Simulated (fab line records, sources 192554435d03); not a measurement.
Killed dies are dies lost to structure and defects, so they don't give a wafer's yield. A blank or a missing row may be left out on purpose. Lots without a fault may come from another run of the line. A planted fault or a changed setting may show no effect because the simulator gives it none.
Chamber matching | flow n5_finfet | N5_HKMG_FIN_ALD_75 on ald_hk-03: 4 sister chambers
The step deposits Al2O3, target thk 1 nm, co reactant pulse time 1 s. 7 wafers are shown with their chamber, then 7 later ones without.

WAFERS WITH THEIR CHAMBER
wafer  | chamber | heater_power_w (W) | precursor_pulse_height_rel
L086.2 | 1       | 157                | 0.979
L086.3 | 2       | 154                | 1.011
L090.1 | 2       | 153                | 0.970
L090.2 | 3       | 142                | 0.975
L090.6 | 3       | 145                | 1.000
L091.2 | 0       | 135                | 1.007
L091.3 | 1       | 158                | 0.977

WAFERS WITHOUT THEIR CHAMBER
wafer  | heater_power_w (W) | precursor_pulse_height_rel
L091.4 | 149                | 0.982
L093.1 | 155                | 1.025
L093.5 | 136                | 1.024
L093.6 | 155                | 0.987
L095.1 | 157                | 1.002
L095.2 | 133                | 1.006
L095.4 | 150                | 1.043

WHICH CHAMBER EACH WENT THROUGH
wafer  | from the rows above     | in truth
L091.4 | can't be placed: 2 or 3 | 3
L093.1 | can't be placed: 2 or 1 | 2
L093.5 | 0                       | 0
L093.6 | can't be placed: 2 or 1 | 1
L095.1 | can't be placed: 1 or 2 | 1
L095.2 | 0                       | 0
L095.4 | can't be placed: 2 or 3 | 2
Placed correctly: 2 of 7. Can't be placed from these rows: 5 (the true chamber is among the candidates in 5). Placed wrongly: 0.
How it was worked out, from the rows above alone: a wafer's distance from a chamber is the root of the sum, over the readings, of the square of ((its reading less the chamber's mean) divided by the reading's scatter). The wafer belongs to the nearest chamber; if the next one is less than 2 further off, it can't be placed. A chamber's mean is the mean of its shown wafers. The scatter: the root of (the sum of the squares of (reading less its chamber's mean) over the shown wafers, divided by (wafers less chambers)).
